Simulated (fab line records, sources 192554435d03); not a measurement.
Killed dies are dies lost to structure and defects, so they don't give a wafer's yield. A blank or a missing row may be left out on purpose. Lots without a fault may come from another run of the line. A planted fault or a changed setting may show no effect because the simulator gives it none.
Chamber matching | flow n5_finfet | N5_HKMG_FIN_STRIP_92 on rie_diel-05: 4 sister chambers
The step strips SOC in N2/H2, time 20 s. 14 wafers are shown with their chamber, then 7 later ones without.

WAFERS WITH THEIR CHAMBER
wafer  | chamber | showerhead_plenum_p_Torr (Torr) | throttle_valve_pct (%) | drypump_motor_current_A (A)
L077.2 | 3       | 3.23                            | 19.6                   | 5.6
L077.3 | 1       | 3.42                            | 19.0                   | 5.0
L077.4 | 0       | 3.47                            | 19.3                   | 5.0
L078.2 | 3       | 3.23                            | 19.6                   | 5.6
L078.5 | 3       | 3.23                            | 19.6                   | 5.6
L078.6 | 0       | 3.47                            | 19.3                   | 4.9
L081.2 | 3       | 3.22                            | 19.6                   | 5.6
L081.3 | 1       | 3.42                            | 19.1                   | 5.1
L081.4 | 2       | 3.47                            | 19.2                   | 6.2
L085.1 | 1       | 3.41                            | 19.1                   | 5.0
L085.2 | 0       | 3.47                            | 19.3                   | 5.0
L085.5 | 2       | 3.46                            | 19.2                   | 6.1
L088.2 | 1       | 3.41                            | 19.1                   | 5.0
L088.3 | 0       | 3.46                            | 19.3                   | 4.9

SIGNATURES (means of the wafers above)
reading                  | chamber 0 | chamber 1 | chamber 2 | chamber 3 | scatter within a chamber
showerhead_plenum_p_Torr | 3.4675    | 3.4150    | 3.4650    | 3.2275    | 0.00548
throttle_valve_pct       | 19.300    | 19.075    | 19.200    | 19.600    | 0.0274
drypump_motor_current_A  | 4.950     | 5.025     | 6.150     | 5.600     | 0.0474
Rule: a wafer's distance from a chamber is the root of the sum, over the readings, of the square of ((its reading less the chamber's mean) divided by the reading's scatter). The wafer belongs to the nearest chamber; if the next one is less than 2 further off, it can't be placed. The scatter: the root of (the sum of the squares of (reading less its chamber's mean) over the shown wafers, divided by (wafers less chambers)).

WAFERS WITHOUT THEIR CHAMBER
wafer  | showerhead_plenum_p_Torr (Torr) | throttle_valve_pct (%) | drypump_motor_current_A (A)
L088.6 | 3.46                            | 19.3                   | 4.9
L091.3 | 3.41                            | 19.1                   | 5.0
L091.4 | 3.46                            | 19.3                   | 5.0
L091.5 | 3.46                            | 19.2                   | 6.1
L094.3 | 3.21                            | 19.6                   | 5.6
L094.4 | 3.45                            | 19.3                   | 4.9
L094.6 | 3.45                            | 19.2                   | 6.1

WHICH CHAMBER EACH WENT THROUGH
wafer  | from the rows above | in truth
L088.6 | 0                   | 0
L091.3 | 1                   | 1
L091.4 | 0                   | 0
L091.5 | 2                   | 2
L094.3 | 3                   | 3
L094.4 | 0                   | 0
L094.6 | 2                   | 2
Placed correctly: 7 of 7. Can't be placed from these rows: 0. Placed wrongly: 0.
